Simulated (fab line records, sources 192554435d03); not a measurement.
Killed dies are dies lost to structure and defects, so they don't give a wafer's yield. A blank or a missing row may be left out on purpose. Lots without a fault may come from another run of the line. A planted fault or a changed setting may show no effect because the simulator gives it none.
fab line records | flow n5_finfet
record lots=24 wafers=72 last_day=18
route steps=1938 shown BEOL_M5@1159 BEOL_M6@1209
lots that met no fault: from a run of the same line without faults
start_h: hours from the record's first day to the start of the lot's first wafer shown | wait_h: hours since the lot's step before | " the same as in the row above | L1.1+2: a row that stands for several wafers | - no value, or no start given | * or withheld: withheld | < > ~ a bound
route shown NAME@n: a module of which the file shows steps, and the number in the route of the first | usual: mean/standard deviation of fault-free wafers | same: alike in all rows | chamber/n: place in a boat | sites: the reading at each site | _std_site: their standard deviation | _edge_site: outer sites' mean less inner sites' | radius_mm: how far each site lies from the wafer's centre | mask NAME#n: copy n | behind: the tool/chamber that last shaped the wafer | hold: why the lot was held/for how many hours/how that ended | device: the transistor (n, p or np) that didn't switch | end of line: the same wafers' tests at the end of the route | a step without rows: its recipe alone | killed: dies lost to structure and defects at the first sort, not the wafer's yield | map: a wafer's dies, x killed, . not, _ none there
set.NAME: the setting as run; set.NAME@STEP: as run at that earlier step | model.NAME: the simulator's own value behind a step, which no gauge read
steps of the route over a sample of lots; a table a step, a row a wafer
services: from which hour (start_h, from the record's first day; less than 0 if before it) a tool's chamber was out of use, for how many hours, and why
## steps
# step N5_BEOL_M5_STRIP_36
# recipe chemistry=N2/H2 power_w=450 temp_c=40 pressure_mtorr=20 rf_frequency_hz=6e+07 overash_fraction=0.3 bias_power_w=7 h2_frac=0.5 n2_flow_sccm=200 h2_flow_sccm=200
# usual drypump_motor_current_A=5.9/0.45 oes_product_au=0.76/0.077 rf_vpp_V=59.2/1.6 showerhead_plenum_p_Torr=2.52/0.11 throttle_valve_pct=23.8/0.36
# columns lot.wafer tool chamber start_h wait_h drypump_motor_current_A oes_product_au rf_hours_counter_h rf_vpp_V showerhead_plenum_p_Torr throttle_valve_pct
L074.3 rie_diel-01 0 167.60 0.0 5.5 0.70 217 57.8 2.52 24.0
L074.5 " 0 " " 5.5 0.71 - 59.6 2.52 23.9
L074.6 " 2 " " 5.4 0.74 - 60.1 2.64 23.8
L076.1 rie_diel-01 2 178.57 0.0 5.5 0.73 183 61.6 2.64 23.8
L076.4 " 2 " " 5.4 0.72 - 57.7 2.64 23.8
L076.6 " 3 " " 5.4 0.78 - 59.6 2.58 24.6
L075.2 rie_diel-06 3 181.03 0.0 5.9 0.77 125 58.7 2.35 23.5
L075.5 " 0 " " 6.5 0.75 - 58.6 2.43 23.3
L075.6 " 3 " " 5.8 0.79 - 59.7 2.35 23.5
L077.2 rie_diel-01 2 185.25 0.0 5.4 0.73 187 59.8 2.64 23.8
L077.3 " 0 " " 5.5 0.70 224 59.3 2.52 24.0
L077.4 " 0 " " 5.5 0.70 - 56.2 2.52 24.0
L078.3 rie_diel-03 1 193.63 0.0 6.8 0.68 201 55.8 2.41 23.8
L078.4 " 0 " " 5.8 0.76 159 59.0 2.64 24.1
L078.6 " 2 " " 6.2 0.70 - 60.6 2.62 23.5
L079.1 rie_diel-01 2 200.78 0.0 5.4 0.72 191 59.1 2.63 23.8
L079.4 " 0 " " 5.5 0.71 229 60.9 2.52 24.0
L079.6 " 2 " " 5.4 0.72 - 60.3 2.63 23.8
L081.2 rie_diel-06 0 206.40 0.0 6.5 0.75 191 57.2 2.43 23.3
L081.4 " 0 " " 6.5 0.76 - 59.1 2.43 23.4
L081.6 " 1 " " 6.5 0.89 - 60.7 2.70 23.6
L080.1 rie_diel-03 2 210.35 0.0 6.3 0.69 211 58.5 2.62 23.5
L080.2 " 3 " " 5.8 0.79 121 58.7 2.46 23.5
L080.3 " 0 " " 5.8 0.76 165 58.6 2.64 24.1
L082.2 rie_diel-06 1 218.39 0.0 6.5 0.87 45 59.6 2.70 23.6
L082.3 " 0 " " 6.5 0.73 196 57.4 2.43 23.3
L082.6 " 1 " " 6.5 0.88 - 59.6 2.70 23.6
L083.1 rie_diel-03 3 225.59 0.0 5.8 0.77 127 58.8 2.46 23.5
L083.3 " 2 " " 6.2 0.68 217 57.7 2.61 23.5
L083.6 " 0 " " 5.8 0.75 - 59.1 2.63 24.2
L084.1 rie_diel-06 1 225.80 0.0 6.5 0.87 48 57.8 2.70 23.6
L084.2 " 2 " " 5.6 1.00 1 58.9 2.47 23.8
L084.5 " 3 " " 5.9 0.76 - 58.1 2.34 23.5
L085.4 rie_diel-03 1 235.05 0.0 6.8 0.67 215 61.5 2.40 23.8
L085.5 " 3 " " 5.9 0.76 - 59.1 2.46 23.5
L085.6 " 0 " " 5.8 0.74 - 59.9 2.63 24.2
L086.2 rie_diel-01 3 240.28 0.0 5.4 0.76 154 59.2 2.57 24.6
L086.4 " 2 " " 5.4 0.69 205 59.0 2.63 23.8
L086.6 " 3 " " 5.4 0.76 - 60.3 2.57 24.6
L088.1 rie_diel-06 0 249.56 0.0 6.5 0.73 205 57.2 2.42 23.3
L088.2 " 2 " " 5.6 0.97 6 57.9 2.47 23.8
L088.3 " 1 " " 6.5 0.85 54 60.2 2.70 23.6
L087.1 rie_diel-06 3 252.24 0.0 5.9 0.76 147 61.0 2.34 23.5
L087.2 " 2 " " 5.6 0.97 7 57.4 2.47 23.8
L087.3 " 1 " " 6.5 0.86 55 58.5 2.70 23.6
L089.1 rie_diel-06 1 258.11 0.0 6.5 0.86 56 61.0 2.70 23.6
L089.3 " 0 " " 6.5 0.73 207 60.2 2.42 23.4
L089.4 " 3 " " 5.9 0.76 148 57.8 2.34 23.5
L091.3 rie_diel-03 2 275.17 0.0 6.2 0.68 230 59.4 2.61 23.5
L091.4 " 1 " " 6.8 0.66 226 58.3 2.40 23.8
L091.6 " 3 " " 5.8 0.76 - 56.4 2.46 23.5
L093.1 rie_diel-03 3 285.47 0.0 5.8 0.76 144 57.9 2.45 23.5
L093.4 " 2 " " 6.2 0.67 234 61.9 2.61 23.5
L093.6 " 0 " " 5.8 0.73 - 59.5 2.63 24.2
L090.2 rie_diel-03 2 285.90 0.0 6.2 0.67 234 59.2 2.61 23.5
L090.3 " 0 " " 5.7 0.74 187 58.0 2.63 24.2
L090.5 " 3 " " 5.9 0.76 - 56.4 2.45 23.5
L092.2 rie_diel-01 3 296.37 0.0 5.4 0.75 173 56.8 2.56 24.6
L092.4 " 2 " " 5.4 0.70 - 57.0 2.62 23.8
L092.6 " 2 " " 5.4 0.70 - 55.1 2.62 23.8
L094.1 rie_diel-06 3 302.64 0.0 5.9 0.75 162 59.4 2.33 23.5
L094.2 " 1 " " 6.5 0.83 69 58.1 2.69 23.7
L094.3 " 2 " " 5.6 0.93 21 61.3 2.46 23.8
L095.3 rie_diel-06 0 305.46 0.0 6.5 0.72 222 61.4 2.41 23.4
L095.5 " 2 " " 5.6 0.93 - 59.6 2.46 23.8
L095.6 " 3 " " 5.9 0.75 - 58.8 2.33 23.6
L096.2 rie_diel-03 3 308.07 0.0 5.9 0.75 150 58.2 2.45 23.5
L096.3 " 0 " " 5.8 0.73 194 57.3 2.63 24.1
L096.5 " 0 " " 5.8 0.72 - 60.4 2.62 24.2
L097.2 rie_diel-01 3 316.90 0.0 5.4 0.73 181 58.7 2.56 24.6
L097.4 " 2 " " 5.4 0.70 231 59.0 2.62 23.9
L097.5 " 0 " " 5.5 0.96 - 59.8 2.51 23.7
# step N5_BEOL_M5_STRIP_91
# recipe chemistry=N2/H2 time_s=10 power_w=450 temp_c=40 pressure_mtorr=20 rf_frequency_hz=6e+07 bias_power_w=7 n2_flow_sccm=200 h2_flow_sccm=200
# usual drypump_motor_current_A=5.9/0.45 oes_product_au=0.77/0.077 rf_vpp_V=59.0/0.81 showerhead_plenum_p_Torr=2.52/0.11 throttle_valve_pct=23.8/0.37
# columns lot.wafer tool chamber start_h wait_h drypump_motor_current_A oes_product_au rf_hours_counter_h rf_vpp_V showerhead_plenum_p_Torr throttle_valve_pct
L074.3 rie_diel-01 0 - - 5.5 0.70 217 58.8 2.52 24.0
L074.5 " 0 " " 5.5 0.70 - 57.9 2.52 24.0
L074.6 " 2 " " 5.4 0.73 - 60.0 2.64 23.8
L076.1 rie_diel-01 2 - - 5.4 0.74 183 59.4 2.64 23.8
L076.4 " 2 " " 5.4 0.73 - 59.1 2.64 23.8
L076.6 " 3 " " 5.4 0.78 - 60.0 2.58 24.6
L075.2 rie_diel-06 3 - - 5.8 0.78 125 57.9 2.35 23.5
L075.5 " 0 " " 6.6 0.75 - 58.8 2.43 23.3
L075.6 " 3 " " 5.9 0.78 - 59.5 2.35 23.5
L077.2 rie_diel-01 2 - - 5.5 0.72 187 58.4 2.64 23.8
L077.3 " 0 " " 5.5 0.69 224 58.6 2.52 24.0
L077.4 " 0 " " 5.5 0.69 - 59.1 2.52 24.0
L078.3 rie_diel-03 1 - - 6.8 0.68 201 57.9 2.41 23.8
L078.4 " 0 " " 5.8 0.77 159 60.9 2.64 24.1
L078.6 " 2 " " 6.2 0.70 - 58.5 2.62 23.5
L079.1 rie_diel-01 2 - - 5.4 0.72 191 58.7 2.63 23.8
L079.4 " 0 " " 5.5 0.69 229 58.6 2.52 24.0
L079.6 " 2 " " 5.4 0.73 - 60.6 2.64 23.8
L081.2 rie_diel-06 0 - - 6.5 0.75 191 59.6 2.43 23.3
L081.4 " 0 " " 6.6 0.74 - 59.1 2.43 23.3
L081.6 " 1 " " 6.5 0.88 - 59.5 2.70 23.6
L080.1 rie_diel-03 2 - - 6.2 0.70 211 58.6 2.62 23.5
L080.2 " 3 " " 5.9 0.78 121 58.7 2.46 23.5
L080.3 " 0 " " 5.8 0.76 165 58.7 2.64 24.1
L082.2 rie_diel-06 1 - - 6.5 0.87 45 59.9 2.70 23.6
L082.3 " 0 " " 6.5 0.73 196 58.5 2.43 23.3
L082.6 " 1 " " 6.5 0.86 - 58.4 2.70 23.6
L083.1 rie_diel-03 3 - - 5.8 0.76 127 58.7 2.46 23.5
L083.3 " 2 " " 6.2 0.69 217 59.7 2.61 23.5
L083.6 " 0 " " 5.7 0.75 - 59.2 2.64 24.2
L084.1 rie_diel-06 1 - - 6.5 0.87 48 59.0 2.70 23.6
L084.2 " 2 " " 5.7 1.01 1 58.8 2.47 23.8
L084.5 " 3 " " 5.9 0.77 - 57.9 2.34 23.5
L085.4 rie_diel-03 1 - - 6.8 0.67 215 58.1 2.40 23.8
L085.5 " 3 " " 5.9 0.78 - 59.6 2.46 23.5
L085.6 " 0 " " 5.8 0.75 - 59.9 2.63 24.1
L086.2 rie_diel-01 3 - - 5.4 0.76 154 59.1 2.57 24.6
L086.4 " 2 " " 5.4 0.71 205 58.2 2.63 23.8
L086.6 " 3 " " 5.4 0.77 - 58.7 2.57 24.6
L088.1 rie_diel-06 0 - - 6.6 0.74 205 59.7 2.42 23.3
L088.2 " 2 " " 5.6 0.97 6 60.0 2.47 23.8
L088.3 " 1 " " 6.5 0.86 54 58.9 2.70 23.6
L087.1 rie_diel-06 3 - - 5.9 0.76 147 58.3 2.34 23.5
L087.2 " 2 " " 5.6 0.97 7 58.2 2.47 23.8
L087.3 " 1 " " 6.5 0.86 55 58.9 2.70 23.7
L089.1 rie_diel-06 1 - - 6.5 0.85 56 60.5 2.70 23.6
L089.3 " 0 " " 6.5 0.73 207 59.0 2.42 23.4
L089.4 " 3 " " 5.8 0.76 148 58.3 2.34 23.5
L091.3 rie_diel-03 2 - - 6.2 0.68 230 58.5 2.61 23.5
L091.4 " 1 " " 6.8 0.67 226 59.4 2.40 23.8
L091.6 " 3 " " 5.8 0.76 - 58.2 2.46 23.5
L093.1 rie_diel-03 3 - - 5.8 0.76 144 58.6 2.45 23.5
L093.4 " 2 " " 6.2 0.68 234 58.7 2.61 23.5
L093.6 " 0 " " 5.8 0.74 - 58.6 2.63 24.2
L090.2 rie_diel-03 2 - - 6.3 0.67 234 59.6 2.61 23.5
L090.3 " 0 " " 5.8 0.74 187 59.6 2.63 24.2
L090.5 " 3 " " 5.8 0.76 - 59.7 2.45 23.5
L092.2 rie_diel-01 3 - - 5.4 0.76 173 59.4 2.56 24.6
L092.4 " 2 " " 5.4 0.69 - 58.9 2.62 23.9
L092.6 " 2 " " 5.4 0.70 - 59.7 2.62 23.8
L094.1 rie_diel-06 3 - - 5.9 0.75 162 57.9 2.33 23.5
L094.2 " 1 " " 6.5 0.84 69 58.9 2.69 23.7
L094.3 " 2 " " 5.7 0.94 21 60.4 2.46 23.8
L095.3 rie_diel-06 0 - - 6.5 0.72 222 61.5 2.41 23.4
L095.5 " 2 " " 5.6 0.94 - 59.9 2.46 23.8
L095.6 " 3 " " 5.8 0.75 - 59.5 2.33 23.5
L096.2 rie_diel-03 3 - - 5.8 0.75 150 60.7 2.45 23.5
L096.3 " 0 " " 5.8 0.73 194 58.2 2.63 24.2
L096.5 " 0 " " 5.8 0.73 - 58.5 2.63 24.2
L097.2 rie_diel-01 3 - - 5.4 0.74 181 58.2 2.56 24.6
L097.4 " 2 " " 5.4 0.69 231 58.4 2.62 23.9
L097.5 " 0 " " 5.5 0.97 - 58.8 2.51 23.7
# step N5_BEOL_M5_SPUTTER_88
# recipe material=Cu target_thk_a=150 temp_c=-20 chamber_pressure_pa=0.07 power_w=withheld time_s=27.62
# usual throttle_valve_pct=30.3/1.3
# columns lot.wafer tool chamber start_h wait_h throttle_valve_pct
L074.3 pvd_sputter-03 - 172.49 0.5 31.3
L074.5 " - " " 31.8
L074.6 " - " " 31.0
L076.1 pvd_sputter-01 - 183.43 0.5 29.1
L076.4 " - " " 30.7
L076.6 " - " " 27.1
L075.2 pvd_sputter-03 - 185.80 0.5 31.6
L075.5 " - " " 31.3
L075.6 " - " " 31.0
L077.2 pvd_sputter-03 - 190.39 0.5 31.6
L077.3 " - " " 31.2
L077.4 " - " " 31.5
L078.3 pvd_sputter-02 - 198.49 0.5 30.5
L078.4 " - " " 30.3
L078.6 " - " " 28.7
L079.1 pvd_sputter-03 - 205.62 0.5 31.7
L079.4 " - " " 31.7
L079.6 " - " " 31.3
L081.2 pvd_sputter-03 - 211.22 0.5 31.6
L081.4 " - " " 30.9
L081.6 " - " " 31.6
L080.1 pvd_sputter-01 - 215.51 0.5 30.3
L080.2 " - " " 27.4
L080.3 " - " " 28.9
L082.2 pvd_sputter-01 - 222.99 0.5 28.5
L082.3 " - " " 27.1
L082.6 " - " " 28.6
L083.1 pvd_sputter-02 - 230.73 0.5 30.8
L083.3 " - " " 28.9
L083.6 " - " " 30.8
L084.1 pvd_sputter-03 - 231.53 0.5 31.5
L084.2 " - " " 31.1
L084.5 " - " " 31.3
L085.4 pvd_sputter-01 - 241.22 0.5 28.9
L085.5 " - " " 27.3
L085.6 " - " " 28.5
L086.2 pvd_sputter-02 - 245.84 0.5 30.0
L086.4 " - " " 30.8
L086.6 " - " " 31.0
L088.1 pvd_sputter-03 - 254.86 0.5 31.0
L088.2 " - " " 31.3
L088.3 " - " " 31.6
L087.1 pvd_sputter-02 - 260.12 0.5 30.6
L087.2 " - " " 30.9
L087.3 " - " " 29.4
L089.1 pvd_sputter-03 - 263.68 0.5 31.2
L089.3 " - " " 31.5
L089.4 " - " " 31.1
L091.3 pvd_sputter-01 - 281.24 0.5 30.6
L091.4 " - " " 28.8
L091.6 " - " " 30.6
L093.1 pvd_sputter-01 - 290.38 0.5 30.8
L093.4 " - " " 27.0
L093.6 " - " " 28.5
L090.2 pvd_sputter-02 - 291.14 0.5 28.9
L090.3 " - " " 30.0
L090.5 " - " " 30.8
L092.2 pvd_sputter-03 - 301.06 0.5 31.3
L092.4 " - " " 31.7
L092.6 " - " " 31.5
L094.1 pvd_sputter-01 - 307.35 0.5 30.6
L094.2 " - " " 27.2
L094.3 " - " " 29.0
L095.3 pvd_sputter-03 - 311.07 0.5 31.0
L095.5 " - " " 31.1
L095.6 " - " " 31.3
L096.2 pvd_sputter-02 - 313.30 0.5 30.5
L096.3 " - " " 28.9
L096.5 " - " " 30.0
L097.2 pvd_sputter-02 - 321.69 0.5 30.6
L097.4 " - " " 30.8
L097.5 " - " " 30.3
# step N5_BEOL_M6_INSPECT_13
# recipe mode=adi inspect_instrument=brightfield
# usual raw_defect_count=404/120
# columns lot.wafer tool chamber start_h wait_h raw_defect_count
L074.3 defect_inspect-02 - 176.62 0.0 408
L074.5 " - " " 311
L074.6 " - " " 391
L076.1 defect_inspect-02 - 187.53 0.0 317
L076.4 " - " " 484
L076.6 " - " " 383
L075.2 defect_inspect-02 - 191.89 0.0 576
L075.5 " - " " 538
L075.6 " - " " 735
L077.2 defect_inspect-02 - 194.23 0.0 276
L077.3 " - " " 409
L077.4 " - " " 288
L078.3 defect_inspect-02 - 202.09 0.0 257
L078.4 " - " " 263
L078.6 " - " " 302
L079.1 defect_inspect-01 - 211.39 0.0 387
L079.4 " - " " 356
L079.6 " - " " 509
L081.2 defect_inspect-02 - 215.55 0.0 523
L081.4 " - " " 463
L081.6 " - " " 512
L080.1 defect_inspect-01 - 219.42 0.0 406
L080.2 " - " " 478
L080.3 " - " " 502
L082.2 defect_inspect-01 - 226.40 0.0 368
L082.3 " - " " 376
L082.6 " - " " 272
L083.1 defect_inspect-01 - 235.73 0.0 241
L083.3 " - " " 285
L083.6 " - " " 217
L084.1 defect_inspect-01 - 235.97 0.0 267
L084.2 " - " " 460
L084.5 " - " " 321
L086.2 defect_inspect-02 - 250.64 0.0 220
L086.4 " - " " 217
L086.6 " - " " 320
L085.4 defect_inspect-02 - 256.87 0.0 310
L085.5 " - " " 312
L085.6 " - " " 307
L088.1 defect_inspect-01 - 259.43 0.0 306
L088.2 " - " " 413
L088.3 " - " " 274
L087.1 defect_inspect-02 - 263.92 0.0 317
L087.2 " - " " 388
L087.3 " - " " 388
L089.1 defect_inspect-01 - 269.78 0.0 512
L089.3 " - " " 514
L089.4 " - " " 364
L091.3 defect_inspect-01 - 286.21 0.0 753
L091.4 " - " " 852
L091.6 " - " " 688
L093.1 defect_inspect-02 - 294.46 0.0 600
L093.4 " - " " 589
L093.6 " - " " 473
L090.2 defect_inspect-01 - 296.22 0.0 476
L090.3 " - " " 357
L090.5 " - " " 503
L092.2 defect_inspect-02 - 305.00 0.0 373
L092.4 " - " " 316
L092.6 " - " " 469
L094.1 defect_inspect-01 - 313.31 0.0 396
L094.2 " - " " 364
L094.3 " - " " 433
L095.3 defect_inspect-02 - 314.71 0.0 377
L095.5 " - " " 454
L095.6 " - " " 373
L096.2 defect_inspect-02 - 317.95 0.0 584
L096.3 " - " " 673
L096.5 " - " " 548
L097.2 defect_inspect-01 - 326.41 0.0 425
L097.4 " - " " 438
L097.5 " - " " 391
# step N5_BEOL_M6_CD_MEAS_18
# recipe pitch_nm=80 target_cd_nm=40
# usual cd_nm=39.8/0.67
# columns lot.wafer tool chamber start_h wait_h cd_nm
L074.3 cd_sem-01 - 177.15 0.1 39.7
L074.5 " - " " 39.9
L074.6 " - " " 38.4
L076.1 cd_sem-01 - 188.16 0.0 40.5
L076.4 " - " " 39.6
L076.6 " - " " 40.3
L075.2 cd_sem-01 - 192.41 0.1 39.6
L075.5 " - " " 41.1
L075.6 " - " " 39.6
L077.2 cd_sem-02 - 195.01 0.1 40.3
L077.3 " - " " 40.4
L077.4 " - " " 40.9
L078.3 cd_sem-01 - 202.58 0.1 39.2
L078.4 " - " " 39.7
L078.6 " - " " 39.3
L079.1 cd_sem-01 - 211.92 0.0 39.2
L079.4 " - " " 40.4
L079.6 " - " " 40.0
L081.2 cd_sem-03 - 216.40 0.1 40.3
L081.4 " - " " 39.8
L081.6 " - " " 40.5
L080.1 cd_sem-03 - 220.02 0.0 39.3
L080.2 " - " " 39.2
L080.3 " - " " 39.2
L082.2 cd_sem-03 - 226.89 0.1 41.0
L082.3 " - " " 39.6
L082.6 " - " " 39.4
L083.1 cd_sem-02 - 237.32 0.0 40.6
L083.3 " - " " 39.1
L083.6 " - " " 40.1
L084.1 cd_sem-01 - 237.56 0.0 38.3
L084.2 " - " " 39.1
L084.5 " - " " 39.8
L086.2 cd_sem-01 - 251.13 0.1 39.4
L086.4 " - " " 40.9
L086.6 " - " " 40.2
L085.4 cd_sem-01 - 257.36 0.1 39.3
L085.5 " - " " 40.9
L085.6 " - " " 39.2
L088.1 cd_sem-02 - 259.92 0.0 38.6
L088.2 " - " " 40.2
L088.3 " - " " 41.0
L087.1 cd_sem-01 - 264.47 0.0 40.1
L087.2 " - " " 38.5
L087.3 " - " " 40.0
L089.1 cd_sem-03 - 270.36 0.0 40.4
L089.3 " - " " 39.5
L089.4 " - " " 40.6
L091.3 cd_sem-01 - 286.79 0.1 40.4
L091.4 " - " " 39.8
L091.6 " - " " 40.1
L093.1 cd_sem-02 - 296.00 0.0 39.4
L093.4 " - " " 40.1
L093.6 " - " " 39.3
L090.2 cd_sem-01 - 297.34 0.1 40.2
L090.3 " - " " 39.6
L090.5 " - " " 39.4
L092.2 cd_sem-01 - 306.03 0.1 40.4
L092.4 " - " " 39.3
L092.6 " - " " 40.5
L094.1 cd_sem-02 - 313.80 0.0 39.5
L094.2 " - " " 38.7
L094.3 " - " " 40.1
L095.3 cd_sem-01 - 315.24 0.1 40.3
L095.5 " - " " 39.4
L095.6 " - " " 39.7
L096.2 cd_sem-03 - 318.72 0.1 40.0
L096.3 " - " " 40.5
L096.5 " - " " 40.7
L097.2 cd_sem-03 - 326.92 0.1 38.8
L097.4 " - " " 40.4
L097.5 " - " " 40.2
# step N5_BEOL_M6_CURE_75
# recipe temp_c=370 time_s=120 ambient=DMADMS/He material=SiCOH_lowk
# usual lamp_power_pct=52.32/0.054 wafer_temp_C_max=371.5/0.53
# columns lot.wafer tool chamber start_h wait_h lamp_power_pct wafer_temp_C_max
L074.3 uv_cure-01 2 179.07 0.1 52.27 371.2
L074.5 " 2 " " 52.28 371.1
L074.6 " 2 " " 52.41 371.4
L076.1 uv_cure-01 1 191.45 0.2 52.36 371.3
L076.4 " 1 " " 52.30 371.2
L076.6 " 1 " " 52.26 370.9
L075.2 uv_cure-01 0 193.66 0.1 52.28 371.2
L075.5 " 0 " " 52.28 371.7
L075.6 " 0 " " 52.40 371.5
L077.2 uv_cure-03 1 196.44 0.1 52.35 372.3
L077.3 " 1 " " 52.29 372.3
L077.4 " 1 " " 52.17 372.2
L078.3 uv_cure-02 1 203.86 0.1 52.35 371.0
L078.4 " 1 " " 52.29 371.5
L078.6 " 1 " " 52.32 371.9
L079.1 uv_cure-01 1 213.37 0.0 52.34 371.5
L079.4 " 1 " " 52.27 371.3
L079.6 " 1 " " 52.27 370.9
L081.2 uv_cure-01 2 217.57 0.1 52.34 370.9
L081.4 " 2 " " 52.29 371.6
L081.6 " 2 " " 52.24 371.2
L080.1 uv_cure-01 0 223.87 0.2 52.25 371.6
L080.2 " 0 " " 52.30 371.4
L080.3 " 0 " " 52.29 371.1
L082.2 uv_cure-02 1 229.30 0.1 52.31 371.2
L082.3 " 1 " " 52.37 371.3
L082.6 " 1 " " 52.26 371.2
L083.1 uv_cure-03 0 238.73 0.0 52.31 370.8
L083.3 " 0 " " 52.37 370.8
L083.6 " 0 " " 52.27 371.0
L084.1 uv_cure-03 2 239.50 0.0 52.27 371.7
L084.2 " 2 " " 52.38 371.8
L084.5 " 2 " " 52.31 371.6
L086.2 uv_cure-03 2 256.45 0.1 52.34 372.0
L086.4 " 2 " " 52.30 371.7
L086.6 " 2 " " 52.33 372.2
L088.1 uv_cure-03 0 261.47 0.1 52.39 371.4
L088.2 " 0 " " 52.21 371.0
L088.3 " 0 " " 52.29 371.3
L085.4 uv_cure-02 0 261.89 0.2 52.36 371.8
L085.5 " 0 " " 52.38 371.4
L085.6 " 0 " " 52.32 371.8
L087.1 uv_cure-03 1 266.40 0.2 52.37 372.2
L087.2 " 1 " " 52.24 373.2
L087.3 " 1 " " 52.41 372.5
L089.1 uv_cure-02 0 271.92 0.0 52.34 371.5
L089.3 " 0 " " 52.32 372.5
L089.4 " 0 " " 52.34 371.5
L091.3 uv_cure-02 1 288.59 0.1 52.43 371.2
L091.4 " 1 " " 52.32 371.0
L091.6 " 1 " " 52.38 371.0
L093.1 uv_cure-02 2 297.68 0.0 52.30 373.0
L093.4 " 2 " " 52.38 373.0
L093.6 " 2 " " 52.30 371.9
L090.2 uv_cure-01 2 299.51 0.1 52.37 371.5
L090.3 " 2 " " 52.32 371.4
L090.5 " 2 " " 52.36 371.3
L092.2 uv_cure-01 0 308.72 0.1 52.34 371.2
L092.4 " 0 " " 52.28 371.6
L092.6 " 0 " " 52.32 371.2
L094.1 uv_cure-01 2 314.92 0.0 52.30 370.9
L094.2 " 2 " " 52.32 371.3
L094.3 " 2 " " 52.26 371.7
L095.3 uv_cure-02 1 317.58 0.2 52.29 371.2
L095.5 " 1 " " 52.29 370.9
L095.6 " 1 " " 52.29 370.3
L096.2 uv_cure-03 0 322.88 0.1 52.23 371.7
L096.3 " 0 " " 52.30 371.3
L096.5 " 0 " " 52.31 371.2
L097.2 uv_cure-02 1 329.92 0.1 52.35 370.9
L097.4 " 1 " " 52.23 370.8
L097.5 " 1 " " 52.29 371.1
## services
# columns tool chamber start_h hours kind
rie_diel-06 1 154.34 5.2 repair
rie_diel-01 1 176.55 - clean
rie_diel-01 1 176.55 - consumable_replace:focus_ring
rie_diel-01 1 176.55 15.4 scheduled_down
rie_diel-01 1 176.55 15.4 vent_cycle
uv_cure-02 - 181.11 2.1 pm
uv_cure-02 - 187.43 5.1 repair
rie_diel-06 2 198.77 - clean
rie_diel-06 2 198.77 - consumable_replace:focus_ring
rie_diel-06 2 198.77 24.8 scheduled_down
rie_diel-06 2 198.77 24.8 vent_cycle
rie_diel-06 - 199.41 3.9 repair
uv_cure-01 - 201.01 7.5 pm
rie_diel-01 3 207.40 19.4 repair
uv_cure-03 - 217.24 7.5 pm
uv_cure-02 - 241.18 2.8 pm
uv_cure-01 - 241.66 2.1 pm
uv_cure-01 - 261.58 15.1 repair
rie_diel-01 0 267.70 - clean
rie_diel-01 1 293.98 4.3 repair
uv_cure-01 - 296.75 2.6 repair
rie_diel-03 - 297.78 2.8 pm
uv_cure-03 - 319.69 1.0 pm
uv_cure-02 - 320.20 7.5 pm
## key
fault none
